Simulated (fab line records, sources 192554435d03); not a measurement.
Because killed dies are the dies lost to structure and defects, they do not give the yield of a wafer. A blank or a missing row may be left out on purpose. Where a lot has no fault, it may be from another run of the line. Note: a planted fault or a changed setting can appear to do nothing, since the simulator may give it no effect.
One fault seen from 3 desks -- flow n5 finfet -- each desk has only its own numbers; what lay behind them comes last

THE DEFECT DESK
What the inspections along the route counted, lot by lot: means of the sampled wafers that have a number. A lot is out of limits, marked OUT, if its mean lies more than 4 standard deviations from the usual mean; the brackets give that distance.
Columns: A = raw defect count at N5_BEOL_M6_INSPECT_58, usual 71
lot,first seen here,A
L376,day 10 09:05,60
L375,day 10 09:08,89
L379,day 10 13:07,49
L380,day 11 07:10,82
L383,day 12 00:50,70
L386,day 12 12:17,54
L387,day 12 17:29,66
L385,day 12 17:46,63
L388,day 13 07:01,74
L389,day 13 16:43,40
L390,day 14 03:46,71
L396,day 15 21:05,125
This desk found nothing out of limits on any of the 12 lots.

FROM THE METROLOGY DESK
Lot by lot, what the gauges showed, no matter which tool ran the lot: averages of those sampled wafers that carry a number. A lot is out of limits, marked OUT, if its mean lies more than 4 standard deviations from the usual mean; the brackets give that distance.
Columns: A = cd nm at N5_BEOL_M6_CD_MEAS_35, usual 39.6 nm
lot,first seen here,A
L376,day 10 06:21,39.4
L375,day 10 06:25,39.5
L379,day 10 10:23,39.4
L380,day 11 02:45,39.9
L383,day 11 20:23,40.0
L386,day 12 09:35,39.8
L387,day 12 14:07,39.8
L385,day 12 14:26,39.7
L388,day 13 04:23,38.5
L389,day 13 11:28,39.3
L390,day 13 22:22,39.8
L396,day 15 19:10,39.6
This desk found nothing out of limits on any of the 12 lots.

THE TOOL OWNER'S DESK: cmp-04
The tool's own readings at N5_BEOL_M6_CMP_52 (polishes, stops on SiCOH lowk, t overpolish 6.9 s, target thk 80 nm): means of the sampled wafers that have a number, for each lot that ran on this tool. A lot is out of limits, marked OUT, if its mean lies more than 4 standard deviations from the usual mean; the brackets give that distance.
Columns: A = barrier field endpoint s at N5_BEOL_M6_CMP_52, usual 28.8 s; B = edge zone pressure frac at N5_BEOL_M6_CMP_52, usual 1.000; C = motor current A at N5_BEOL_M6_CMP_52, usual 6.2 A; D = overpolish run s at N5_BEOL_M6_CMP_52, usual 6.900 s; E = platen rpm at N5_BEOL_M6_CMP_52, usual 50.00 rpm; F = slurry filter dp kPa at N5_BEOL_M6_CMP_52, usual 13.50 kPa; G = time to endpoint s at N5_BEOL_M6_CMP_52, usual 61.6 s
lot,first seen here,A,B,C,D,E,F,G
L380,day 11 06:43,29.3,1.007,5.3,6.897,50.04,13.39,62.0
L387,day 12 17:09,29.3,1.004,6.1,6.908,49.97,13.54,63.1
L388,day 13 06:34,15.8 (-21) OUT,0.997,6.2,6.905,49.99,13.44,34.3 (-10) OUT
L389,day 13 16:15,22.2 (-11) OUT,1.002,5.5,6.895,50.01,13.41,48.3 (-5.1) OUT
L390,day 14 03:23,22.5 (-10) OUT,1.006,6.2,6.897,49.98,13.56,46.0 (-6.0) OUT
This desk finds L388, L389, L390 out of limits, L388 being first, at day 13 06:34 (barrier field endpoint s at N5_BEOL_M6_CMP_52). L380, L387: within limits.

TAKEN TOGETHER
On L388, L389, L390, at day 13 06:34, an alarm was possible from the tool owner's desk.
No out-of-limits result turned up at the defect desk.
Metrology desk: nothing out of limits seen.
The defect desk has L388, L389, L390 on record, within its limits.
The metrology desk has L388, L389, L390 on record, within its limits.
N5_BEOL_M6_CMP_52 was run on cmp-04 by each of the lots named.

WHAT THE SIMULATOR HAD PUT IN
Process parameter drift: cmp-04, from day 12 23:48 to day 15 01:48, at N5_BEOL_M6_CMP_52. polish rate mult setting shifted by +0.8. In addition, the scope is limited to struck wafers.
Struck lots among those shown: L388, L389, L390.
Each desk's first reading out of limits, in hours after the fault started: the tool owner's desk, 7.
